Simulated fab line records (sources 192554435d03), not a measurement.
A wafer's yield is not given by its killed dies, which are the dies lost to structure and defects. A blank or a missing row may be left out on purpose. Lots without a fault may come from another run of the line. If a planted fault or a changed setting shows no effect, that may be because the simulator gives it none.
Matching of chambers	flow n5_finfet	N5_GATE_CUT_ETCH_36 on rie_diel-04: 4 sister chambers
The step etches SiARC in CF4, target depth 13 nm, time 21.7 s. 4 wafers are shown with their chamber, then 11 later ones without.

== EACH WAFER AND ITS CHAMBER ==
wafer	chamber	showerhead_plenum_p_Torr (Torr)
L085.6	2	2.19
L088.3	3	2.26
L089.4	1	2.22
L090.1	0	2.11

== WAFERS WITHOUT THEIR CHAMBER ==
wafer	showerhead_plenum_p_Torr (Torr)
L090.3	2.19
L090.4	2.25
L093.1	2.19
L093.2	2.10
L093.3	2.22
L093.4	2.10
L093.5	2.22
L093.6	2.19
L095.2	2.22
L095.4	2.25
L095.6	2.10

== CHAMBER TAKEN BY EACH ==
wafer	from the rows above	in truth
L090.3	2	2
L090.4	3	3
L093.1	2	2
L093.2	0	0
L093.3	1	1
L093.4	0	0
L093.5	1	1
L093.6	2	2
L095.2	1	1
L095.4	3	3
L095.6	0	0
Correctly placed: 11 of 11. From these rows, 0 cannot be placed. Number placed wrongly: 0.
How it was worked out, from the rows above alone: a wafer's distance from a chamber is the root of the sum, over the readings, of the square of ((its reading less the chamber's mean) divided by the reading's scatter). If the next closest chamber is less than 2 further off than the closest, the wafer can't be placed; otherwise it belongs to the closest. Each chamber's mean is taken over the wafers shown for it. The scatter: root of mean squared gap, hidden wafer to nearest shown wafer, with one shown wafer a chamber.
